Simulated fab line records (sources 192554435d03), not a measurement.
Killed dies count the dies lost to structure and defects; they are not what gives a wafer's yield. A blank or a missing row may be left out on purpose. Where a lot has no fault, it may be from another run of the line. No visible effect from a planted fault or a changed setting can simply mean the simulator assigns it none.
Matching of chambers || flow n5Finfet || 4 sister chambers for N5_HKMG_FIN_HK_ALD_01 on aldHk-03
The step deposits HfO2, target thk 1.6 nm, pulse time 3 s, purge time 3 s. 4 wafers are shown with their chamber, then 7 later ones without.

## WAFERS, EACH WITH ITS CHAMBER
{"wafer": "L088.3", "chamber": 1, "precursorPulseHeightRel": 1.041}
{"wafer": "L088.4", "chamber": 0, "precursorPulseHeightRel": 0.991}
{"wafer": "L091.1", "chamber": 3, "precursorPulseHeightRel": 1.015}
{"wafer": "L091.4", "chamber": 2, "precursorPulseHeightRel": 1.013}

## WAFERS MISSING THEIR CHAMBER
{"wafer": "L091.5", "precursorPulseHeightRel": 0.988}
{"wafer": "L093.1", "precursorPulseHeightRel": 1.000}
{"wafer": "L093.3", "precursorPulseHeightRel": 0.984}
{"wafer": "L093.4", "precursorPulseHeightRel": 0.992}
{"wafer": "L094.2", "precursorPulseHeightRel": 0.984}
{"wafer": "L094.3", "precursorPulseHeightRel": 0.986}
{"wafer": "L094.6", "precursorPulseHeightRel": 0.996}

## WHICH CHAMBER EACH WENT THROUGH
{"wafer": "L091.5", "from the rows above": 0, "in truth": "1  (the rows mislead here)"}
{"wafer": "L093.1", "from the rows above": "can't be placed: 0 or 2 or 3", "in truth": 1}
{"wafer": "L093.3", "from the rows above": 0, "in truth": 0}
{"wafer": "L093.4", "from the rows above": 0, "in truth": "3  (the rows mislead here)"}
{"wafer": "L094.2", "from the rows above": 0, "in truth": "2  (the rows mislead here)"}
{"wafer": "L094.3", "from the rows above": 0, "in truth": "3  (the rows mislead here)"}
{"wafer": "L094.6", "from the rows above": 0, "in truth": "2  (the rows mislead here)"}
Placed correctly: 1 of 7. These rows do not allow placing 1 (true chamber among the candidates in 0). 5 placed wrongly.
How it was worked out, from the rows above alone: a wafer's distance from a chamber is the root of the sum, over the readings, of the square of ((its reading less the chamber's mean) divided by the reading's scatter). The wafer belongs to the nearest chamber; if the next one is less than 2 further off, it can't be placed. Each chamber's mean is taken over the wafers shown for it. The scatter: with one shown wafer a chamber, the root of the mean of the squares of how far each hidden wafer lies from its nearest shown one.
